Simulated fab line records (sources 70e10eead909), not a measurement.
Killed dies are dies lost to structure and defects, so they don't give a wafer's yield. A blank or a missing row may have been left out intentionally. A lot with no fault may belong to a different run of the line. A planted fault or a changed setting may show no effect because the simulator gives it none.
Matching of chambers + flow nand harc + NHARC_P_GATE_DESCUM_93 on rie diel-01 has 4 sister chambers
The step chemistry O2, time 3 s. 16 wafers are shown with their chamber, then 8 later ones without.

## WAFERS, EACH WITH ITS CHAMBER
| wafer  | chamber | drypump motor current A (A) | oes product au (a.u.) | throttle valve pct (%) |
|--------|---------|-----------------------------|-----------------------|------------------------|
| L075.2 | 3       | 6.2                         | 0.980                 | 11.296                 |
| L075.4 | 2       | 6.0                         | 0.996                 | 11.325                 |
| L075.5 | 2       | 6.0                         | 0.984                 | 11.316                 |
| L076.1 | 1       | 5.3                         | 1.019                 | 11.320                 |
| L076.2 | 3       | 6.2                         | 0.997                 | 11.304                 |
| L076.6 | 1       | 5.3                         | 1.011                 | 11.321                 |
| L077.1 | 3       | 6.3                         | 0.995                 | 11.308                 |
| L077.4 | 0       | 5.3                         | 0.993                 | 11.302                 |
| L077.6 | 3       | 6.3                         | 0.986                 | 11.304                 |
| L080.2 | 0       | 5.2                         | 0.996                 | 11.312                 |
| L080.4 | 3       | 6.3                         | 0.981                 | 11.312                 |
| L080.5 | 0       | 5.2                         | 0.997                 | 11.299                 |
| L084.3 | 1       | 5.3                         | 0.994                 | 11.291                 |
| L084.4 | 0       | 5.2                         | 1.000                 | 11.311                 |
| L084.5 | 1       | 5.3                         | 0.993                 | 11.313                 |
| L085.1 | 0       | 5.2                         | 0.999                 | 11.309                 |

SIGNATURES, as means of the wafers listed above
| reading                 | chamber 0 | chamber 1 | chamber 2 | chamber 3 | scatter within a chamber |
|-------------------------|-----------|-----------|-----------|-----------|--------------------------|
| drypump motor current A | 5.220     | 5.300     | 6.000     | 6.260     | 0.0408                   |
| oes product au          | 0.99700   | 1.00425   | 0.99000   | 0.98780   | 0.00838                  |
| throttle valve pct      | 11.30660  | 11.31125  | 11.32050  | 11.30480  | 0.00866                  |
Rule: for each reading, subtract the chamber's mean from the wafer's reading, divide by that reading's scatter and square the result; add these up over the readings and take the root, which gives the wafer's distance from the chamber. The wafer belongs to the nearest chamber; if the next one is less than 2 further off, it can't be placed. The scatter: the root of (the sum of the squares of (reading less its chamber's mean) over the shown wafers, divided by (wafers less chambers)).

## WAFERS WITH NO CHAMBER GIVEN
| wafer  | drypump motor current A (A) | oes product au (a.u.) | throttle valve pct (%) |
|--------|-----------------------------|-----------------------|------------------------|
| L085.2 | 6.3                         | 0.998                 | 11.316                 |
| L085.6 | 6.3                         | 0.996                 | 11.313                 |
| L086.3 | 6.3                         | 1.000                 | 11.303                 |
| L086.5 | 5.3                         | 1.006                 | 11.309                 |
| L086.6 | 5.2                         | 1.008                 | 11.307                 |
| L096.2 | 6.0                         | 0.995                 | 11.308                 |
| L096.4 | 5.2                         | 1.014                 | 11.292                 |
| L096.5 | 6.3                         | 0.997                 | 11.316                 |

## THE CHAMBER EACH PASSED THROUGH
| wafer  | from the rows above     | in truth |
|--------|-------------------------|----------|
| L085.2 | 3                       | 3        |
| L085.6 | 3                       | 3        |
| L086.3 | 3                       | 3        |
| L086.5 | can't be placed: 1 or 0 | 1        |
| L086.6 | can't be placed: 0 or 1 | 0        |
| L096.2 | 2                       | 2        |
| L096.4 | can't be placed: 0 or 1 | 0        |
| L096.5 | 3                       | 3        |
5 of 8 placed correctly. Can't be placed from these rows: 3 (the true chamber is among the candidates in 3). Number placed wrongly: 0.
